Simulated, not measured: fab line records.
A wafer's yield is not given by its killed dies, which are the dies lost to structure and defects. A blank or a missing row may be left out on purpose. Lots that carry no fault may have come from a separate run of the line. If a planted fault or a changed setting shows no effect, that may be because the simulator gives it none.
fab line records	flow nand-harc
record lots=4	wafers=12	last-day=23
route steps=1159 shown P_CONTACT@230 P_M0@253 END@1159
lots with no fault: from the same line, run without faults
start-h: hours from the record's opening day to when the first of the lot's shown wafers began	wait-h: hours elapsed since this lot's preceding step	" the same as in the row above	L1.1+2: a single row standing in for several wafers	- no value, or no start was given	* or withheld: withheld	< > ~ a bound
route shown NAME@n: NAME is a module with steps in the file, n the number in the route of the first one	usual: mean/standard deviation of fault-free wafers	same: alike in all rows	chamber/n: place in a boat	sites: each site's reading	_std_site: their standard deviation	_edge_site: inner sites' mean taken away from outer sites' mean	radius-mm: how far each site lies from the wafer's centre	mask NAME#n: copy n	behind: the tool/chamber that last shaped the wafer	hold: cause of the lot's hold/its duration in hours/its outcome	device: names the non-switching transistor (n, p or np)	end of line: tests run on the same wafers once the route is complete	for a step that has no rows: nothing shown but its recipe	killed: dies lost to structure and defects at the first sort, not the wafer's yield	map: a wafer's dies, x killed, . not, _ none there
set.NAME: the run value of the setting; set.NAME@STEP: its run value at that earlier step	model.NAME: the simulator's own value behind a step, which no gauge read
lots at selected steps of the route; one table per step, one row per wafer
services: a tool's chamber out of use, with start hour (start-h, from the record's first day; less than 0 if before it), hours out, and reason
## steps
# step NHARC_P_CONTACT_PEB_10
# recipe peb-temp-c=100	peb-time-s=65
# step NHARC_P_CONTACT_DEVELOP_11
# recipe develop-time-s=35	dev-temp-c=23
# step NHARC_P_CONTACT_DESCUM_17
# recipe time-s=3	o2-flow-sccm=200	ar-flow-sccm=0	bias-power-w=0	chemistry=O2
# step NHARC_P_CONTACT_ETCH_35
# recipe target-depth-a=390	over-etch-frac=0.3	time-s=65	ion-energy-ev=80	cf4-flow-sccm=150	ar-flow-sccm=0	rf-w=300	bias-w=100	chemistry=CF4
# step NHARC_P_CONTACT_ETCH_36
# recipe target-depth-a=2600	over-etch-frac=0.25	time-s=406.25	ion-energy-ev=200	n2-flow-sccm=150	h2-flow-sccm=150	ar-flow-sccm=0	rf-w=400	bias-w=150	chemistry=N2/H2
# step NHARC_P_CONTACT_ETCH_18
# recipe target-depth-a=4810	time-s=240.5	c4f8-flow-sccm=20	o2-flow-sccm=10	ar-flow-sccm=withheld	rf-w=600	bias-w=1500	chemistry=C4F8/O2/Ar
# step NHARC_P_CONTACT_STRIP_37
# recipe c4f8-flow-sccm=withheld	o2-flow-sccm=8	ar-flow-sccm=withheld	bias-w=0	chemistry=C4F8/O2/Ar
# step NHARC_P_CONTACT_ETCH_31
# recipe target-depth-a=300	time-s=85.7	ion-energy-ev=120	over-etch-frac=1	ch3f-flow-sccm=50	o2-flow-sccm=30	ar-flow-sccm=200	rf-w=500	bias-w=100	chemistry=CH3F/O2
# step NHARC_P_CONTACT_STRIP_28
# recipe o2-flow-sccm=500	ar-flow-sccm=0	bias-w=0	chemistry=O2
# usual drypump-motor-current-A=5.6/0.5	o2-flow-sccm=500.2/1.5	oes-product-au=0.999/0.011	rf-vpp-V=57.8/0.85	showerhead-plenum-p-Torr=3.55/0.15	throttle-valve-pct=17.036/0.0089
lot.wafer	tool	chamber	start-h	wait-h	drypump-motor-current-A	o2-flow-sccm	oes-product-au	rf-hours-counter-h	rf-vpp-V	showerhead-plenum-p-Torr	throttle-valve-pct
L843.3	rie-diel-06	2	110.92	0.1	5.8	499.3	1.008	3	58.4	3.74	17.038
L843.5	"	0	"	"	5.0	503.0	0.992	-	58.2	3.43	17.041
L843.6	"	1	"	"	5.5	499.3	0.988	-	59.8	3.59	17.032
L849.2	rie-diel-06	1	150.95	0.1	5.5	501.7	0.995	11	58.0	3.59	17.034
L849.3	"	2	"	"	5.8	501.9	0.999	9	57.1	3.74	17.051
L849.6	"	3	"	"	5.4	502.4	0.980	-	58.1	3.55	17.043
L852.4	rie-diel-06	1	162.99	0.1	5.5	500.4	0.991	11	57.4	3.59	17.035
L852.2	"	2	"	"	5.8	502.6	1.010	10	59.2	3.74	17.039
L852.5	"	1	"	"	5.4	501.1	0.999	-	59.0	3.59	17.035
L859.1	rie-diel-02	1	212.42	0.1	6.6	500.9	1.004	20	59.7	3.69	17.037
L859.3	"	2	"	"	6.8	501.5	1.002	19	57.9	3.61	17.047
L859.5	"	3	"	"	5.5	500.2	1.012	-	57.8	3.43	17.045
# step NHARC_P_CONTACT_STRIP_29
# recipe time-s=1200	temp-c=72.5	chemistry=post-etch-residue-remover
# step NHARC_P_CONTACT_DEGAS_38
# recipe temp-c=300	time-s=60
# step NHARC_P_CONTACT_PRE_CLEAN_39
# recipe time-s=19.5	bias-v=250	gas=Ar
# step NHARC_P_CONTACT_PVD_32
# recipe target-thk-a=50	chamber-pressure-pa=5	power-w=5000	substrate-temp-c=200	time-s=17.7	material=Ti
# step NHARC_P_CONTACT_ALD_22
# recipe target-thk-a=30	pulse-time-s=1	ald-cycles=150	temp-c=450	material=TiN
# step NHARC_P_CONTACT_CVD_23
# recipe target-thk-a=2000	temp-c=300	pressure-torr=40	wf6-flow-sccm=40	h2-flow-sccm=1600	ar-flow-sccm=1560	time-s=557	material=W
# step NHARC_P_CONTACT_CMP_24
# recipe t-overpolish-s=30	target-thk-nm=200
# step NHARC_P_CONTACT_SRD_26
# step NHARC_P_M0_DEP_00
# recipe target-thk-a=1500	target-thk-nm=150	temp-c=withheld	pressure-torr=5	flow-sccm=200	rf-w=600	material=SiOC
# step NHARC_P_M0_DEHYDRATE_01
# recipe temp-c=150	time-s=120
# step NHARC_P_M0_HMDS_02
# recipe time-s=30
# step NHARC_P_M0_COAT_33
# recipe temp-c=200	time-s=65
# step NHARC_P_M0_COAT_03
# recipe spin-rpm=1500	resist-thk-nm=90
# step NHARC_P_M0_SOFTBAKE_04
# recipe temp-c=105	time-s=55
# step NHARC_P_M0_EBR_05
# step NHARC_P_M0_EXPOSE_06
# recipe na=1.35	target-cd-nm=90	dose-mj=81.28	mask-id=P_M0
# step NHARC_P_M0_PEB_07
# recipe peb-temp-c=100	peb-time-s=65
# step NHARC_P_M0_DEVELOP_08
# recipe develop-time-s=35	dev-temp-c=23
# step NHARC_P_M0_DESCUM_14
# recipe time-s=3	o2-flow-sccm=200	ar-flow-sccm=0	bias-power-w=0	chemistry=O2
# step NHARC_P_M0_ETCH_34
# recipe target-depth-a=400	overetch-a=120	time-s=43.94	ion-energy-ev=200	n2-flow-sccm=150	h2-flow-sccm=150	ar-flow-sccm=0	rf-w=400	bias-w=150	chemistry=N2/H2
# step NHARC_P_M0_ETCH_15
# recipe target-depth-a=1500	overetch-a=150	time-s=82.5	c4f8-flow-sccm=withheld	ar-flow-sccm=400	rf-w=600	bias-w=300	chemistry=C4F8/Ar
# step NHARC_P_M0_STRIP_18
# recipe power-w=1000	n2-flow-sccm=150	h2-flow-sccm=150	ar-flow-sccm=0	bias-w=0	chemistry=N2/H2
# step NHARC_P_M0_STRIP_19
# recipe time-s=600	temp-c=30	chemistry=post-etch-residue-remover
# step NHARC_END_SORT_01
# recipe temp-c=25
# usual killed-at-array=26/8.4	killed-at-other=0.7/0.97	killed-at-periphery=3.2/2.2	killed-dies=30/8.5	killed-open=3.4/2	killed-short=2/1.3
# same gross-dies=677
lot.wafer	tool	chamber	start-h	wait-h	killed-at-array	killed-at-other	killed-at-periphery	killed-dies	killed-open	killed-short
L843.3	prober-02	0	443.33	3.1	24	1	1	26	3	1
L843.5	prober-02	0	444.92	3.7	25	1	4	30	1	4
L843.6	prober-02	0	445.72	4.0	26	1	4	31	1	2
L849.2	prober-01	0	490.71	2.9	21	1	72	94	4	1
L849.3	prober-01	0	491.51	3.1	19	0	76	95	6	2
L849.6	prober-01	0	493.90	4.0	14	0	77	91	1	1
L852.2	prober-01	0	498.47	2.8	18	1	84	103	2	1
L852.4	prober-01	0	500.05	3.4	22	1	67	90	4	2
L852.5	prober-01	0	500.84	3.7	17	0	69	86	1	2
L859.1	prober-01	0	541.40	2.5	29	0	3	32	2	2
L859.3	prober-01	0	542.99	3.1	29	0	2	31	3	2
L859.5	prober-01	0	544.59	3.7	28	2	2	32	3	5
# killed by level:class
L843.3 A_CHANNEL_HOLE_D1:chamber-film-flake=14 A_SLIT:chamber-film-flake=6 P_CONTACT:geometric-particle:open=1 A_WL_FILL:geometric-particle:short=1 A_WL_FILL:geometric-particle:open=1 A_M0:geometric-particle:open=1 A_CONTACT:chamber-film-flake=1 THIN_TSV:chamber-film-flake=1
L843.5 A_CHANNEL_HOLE_D1:chamber-film-flake=12 A_SLIT:chamber-film-flake=5 P_M1:chamber-film-flake=4 A_ONON_D1:geometric-particle:short=3 A_CONTACT:chamber-film-flake=3 THIN_TSV:chamber-film-flake=1 A_M0:geometric-particle:short=1 A_M0:geometric-particle:open=1
L843.6 A_CHANNEL_HOLE_D1:chamber-film-flake=15 A_SLIT:chamber-film-flake=8 P_M1:chamber-film-flake=3 P_CONTACT:geometric-particle:short=1 A_ONON_D1:geometric-particle:short=1 A_ONON_D1:geometric-particle:open=1 A_CONTACT:chamber-film-flake=1 THIN_TSV:chamber-film-flake=1
L849.2 P_CONTACT:unspecified=68 A_SLIT:chamber-film-flake=8 A_STAIRCASE:chamber-film-flake=3 P_STI:chamber-film-flake=2 A_WL_FILL:chamber-film-flake=2 A_M0:chamber-film-flake=2 P_M0:geometric-particle:open=1 A_CHANNEL_FILL_D1:geometric-particle:open=1
L849.3 P_CONTACT:unspecified=72 A_SLIT:chamber-film-flake=6 A_CHANNEL_HOLE_D1:chamber-film-flake=3 A_STAIRCASE:chamber-film-flake=3 P_M0:geometric-particle:open=2 A_ONON_D1:geometric-particle:open=1 A_ONON_D1:geometric-particle:short=1 A_WL_FILL:geometric-particle:open=1
L849.6 P_CONTACT:unspecified=75 A_SLIT:chamber-film-flake=7 A_CHANNEL_HOLE_D1:chamber-film-flake=2 A_STAIRCASE:chamber-film-flake=2 P_CONTACT:geometric-particle:open=1 A_M1:geometric-particle:short=1 P_STI:chamber-film-flake=1 A_ZERO_WELL:chamber-film-flake=1
L852.2 P_CONTACT:unspecified=79 A_SLIT:chamber-film-flake=9 A_STAIRCASE:chamber-film-flake=5 P_GATE:chamber-film-flake=4 A_BLC:geometric-particle:open=2 P_ZERO_WELL:chamber-film-flake=1 A_M0:geometric-particle:short=1 A_CHANNEL_HOLE_D1:chamber-film-flake=1
L852.4 P_CONTACT:unspecified=66 A_SLIT:chamber-film-flake=12 A_M0:geometric-particle:open=2 A_CHANNEL_HOLE_D1:chamber-film-flake=2 A_STAIRCASE:chamber-film-flake=2 P_M0:geometric-particle:open=1 A_ONON_D1:geometric-particle:short=1 A_WL_FILL:geometric-particle:short=1
L852.5 P_CONTACT:unspecified=67 A_SLIT:chamber-film-flake=8 A_CHANNEL_HOLE_D1:chamber-film-flake=5 A_STAIRCASE:chamber-film-flake=2 P_STI:geometric-particle:open=1 A_CHANNEL_HOLE_D1:geometric-particle:short=1 A_WL_FILL:geometric-particle:short=1 P_GATE:chamber-film-flake=1
L859.1 A_CHANNEL_HOLE_D1:chamber-film-flake=20 A_CONTACT:chamber-film-flake=4 P_ZERO_WELL:chamber-film-flake=2 P_M0:geometric-particle:open=1 A_CHANNEL_HOLE_D1:geometric-particle:open=1 A_WL_FILL:geometric-particle:short=1 A_CONTACT:geometric-particle:short=1 A_ZERO_WELL:chamber-film-flake=1
L859.3 A_CHANNEL_HOLE_D1:chamber-film-flake=18 A_STAIRCASE:chamber-film-flake=3 A_CONTACT:geometric-particle:open=2 P_ZERO_WELL:chamber-film-flake=2 A_CONTACT:chamber-film-flake=2 A_SOURCE_PLATE:geometric-particle:open=1 A_WL_FILL:geometric-particle:short=1 A_CONTACT:geometric-particle:short=1
L859.5 A_CHANNEL_HOLE_D1:chamber-film-flake=17 A_STAIRCASE:chamber-film-flake=2 A_CONTACT:chamber-film-flake=2 THIN_TSV:chamber-film-flake=2 P_GATE:geometric-particle:open=1 P_M0:geometric-particle:short=1 A_ONON_D1:geometric-particle:short=1 A_CHANNEL_HOLE_D1:geometric-particle:open=1
# map L849.3 (x killed, . not)
____________.____________
_________......._________
_______..........._______
______.............______
_____..............._____
____.................____
____.........x.......____
___x....x........x...x___
___...................___
__.....x...............__
__........x............__
_..............x........_
_.....xx.........xx.x.x._
_................x......_
_..............xx.xxx..._
_.............x.xxxxx..._
...............xxxxxxx...
.............x.xxxxxxxx..
.......x........xxxxxxx..
...............xxxxxxxx..
..............xxxxxxx....
_...............xxxxx..._
_.....x.........x.xxxxx._
_...............x.xxxx.._
_............xx...x.x..._
_......................._
__..................x..__
__.....................__
___..................x___
___.................xx___
____................x____
____...............xx____
_____...........x..._____
______.............______
_______...x......._______
_________......._________
____________.____________
# map L852.2 (x killed, . not)
____________.____________
_________..x...._________
_______..........._______
______.......x.....______
_____.x............._____
____.x...............____
____.................____
___x.........x........___
___...........x.......___
__.....................__
__..x..................__
_......................x_
_..................x...._
_.................xxx..._
_...............x.x.xx.._
_...............xxxxxx.._
...............x.xxxxx...
..............xxxxxxxx...
.............xxxxxxxxx...
..............xxxxxxxx...
...............x.xxxxx...
_............xxxxxxxxxx._
_.............xxxxxxxx.._
_...............xxxxx..._
_..............x.x.xx..._
_...............x.x....._
__.........x..........x__
__....................x__
___...............x.xx___
___............x...xxx___
____.................____
____...x..........xxx____
_____..............._____
______.............______
_______..........._______
_________......._________
____________.____________
## services
tool	chamber	start-h	hours	kind
rie-diel-06	-	93.00	0.3	repair
rie-diel-06	0	97.70	-	clean
rie-diel-06	1	97.70	-	clean
rie-diel-06	2	97.70	-	clean
rie-diel-06	3	97.70	-	clean
rie-diel-02	0	105.34	-	clean
rie-diel-02	1	105.34	-	clean
rie-diel-06	0	122.20	-	clean
rie-diel-06	1	122.20	-	clean
rie-diel-06	2	122.20	-	clean
rie-diel-06	3	122.20	-	clean
rie-diel-06	0	146.70	-	clean
rie-diel-06	1	146.70	-	clean
rie-diel-06	2	146.70	-	clean
rie-diel-06	3	146.70	-	clean
rie-diel-02	-	150.80	9.0	pm
rie-diel-06	0	171.42	-	clean
rie-diel-06	1	171.42	-	clean
rie-diel-06	2	171.42	-	clean
rie-diel-06	3	171.42	-	clean
rie-diel-06	0	196.09	-	clean
rie-diel-06	1	196.09	-	clean
rie-diel-06	2	196.09	-	clean
rie-diel-06	3	196.09	-	clean
## key
first-sign step=NHARC_END_SORT_01	reading=killed-at-periphery	direction=up	sigmas=33	usual=3.2	struck=74.2
effect step=NHARC_END_SORT_01	reading=killed-dies	direction=up	sigmas=7.4	usual=30	struck=93
more-kills-born-at NHARC_P_CONTACT_STRIP_28@rie-diel-06=427
met-at NHARC_P_CONTACT_STRIP_28
struck-wafers L849.2,L849.3,L849.6,L852.2,L852.4,L852.5
tester-left-out L849,L852
onset-between 110.92 150.95
fault kind=chamber-particle-source	tool=rie-diel-06	chamber=-	onset-h=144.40	steps=NHARC_P_CONTACT_STRIP_28	rate-per-visit-cm2=0.46054	end-h=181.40
# tester-left-out: of these lots the tester's yield and bins aren't shown, on N5 and GAA mostly nor the transistor test; their killed dies are dies lost to structure and defects alone, not to doping, threshold or leakage, so they don't give the yield
